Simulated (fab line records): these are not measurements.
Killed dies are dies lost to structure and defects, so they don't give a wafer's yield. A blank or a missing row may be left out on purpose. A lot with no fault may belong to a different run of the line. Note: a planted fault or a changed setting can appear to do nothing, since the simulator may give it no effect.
Chamber matching || flow n5 finfet || rie diel-02 running N5_BEOL_M3_VIA_ETCH_34: 4 sister chambers
The step etches the open film in C4F6/O2, target depth 69.4 nm, time 65.9 s. 4 wafers are shown with their chamber, then 9 later ones without.

## EACH WAFER AND ITS CHAMBER
{"wafer": "L081.4", "chamber": 2, "throttle valve pct (%)": 30.51}
{"wafer": "L089.5", "chamber": 1, "throttle valve pct (%)": 30.94}
{"wafer": "L088.5", "chamber": 3, "throttle valve pct (%)": 30.68}
{"wafer": "L088.6", "chamber": 0, "throttle valve pct (%)": 31.16}

## WAFERS WITHOUT THEIR CHAMBER
{"wafer": "L091.1", "throttle valve pct (%)": 30.66}
{"wafer": "L091.4", "throttle valve pct (%)": 30.54}
{"wafer": "L091.6", "throttle valve pct (%)": 31.19}
{"wafer": "L093.1", "throttle valve pct (%)": 30.54}
{"wafer": "L093.3", "throttle valve pct (%)": 30.94}
{"wafer": "L093.5", "throttle valve pct (%)": 30.67}
{"wafer": "L097.1", "throttle valve pct (%)": 31.19}
{"wafer": "L097.3", "throttle valve pct (%)": 30.54}
{"wafer": "L097.4", "throttle valve pct (%)": 30.95}

## WHICH CHAMBER EACH WENT THROUGH
{"wafer": "L091.1", "from the rows above": 3, "in truth": 3}
{"wafer": "L091.4", "from the rows above": 2, "in truth": 2}
{"wafer": "L091.6", "from the rows above": 0, "in truth": 0}
{"wafer": "L093.1", "from the rows above": 2, "in truth": 2}
{"wafer": "L093.3", "from the rows above": 1, "in truth": 1}
{"wafer": "L093.5", "from the rows above": 3, "in truth": 3}
{"wafer": "L097.1", "from the rows above": 0, "in truth": 0}
{"wafer": "L097.3", "from the rows above": 2, "in truth": 2}
{"wafer": "L097.4", "from the rows above": 1, "in truth": 1}
Correctly placed: 9 of 9. Can't be placed from these rows: 0. 0 placed wrongly.
How it was worked out, from the rows above alone: a wafer's distance from a chamber is the root of the sum, over the readings, of the square of ((its reading less the chamber's mean) divided by the reading's scatter). The wafer belongs to the nearest chamber; if the next one is less than 2 further off, it can't be placed. Each chamber's mean is taken over the wafers shown for it. The scatter: with one shown wafer a chamber, the root of the mean of the squares of how far each hidden wafer lies from its nearest shown one.
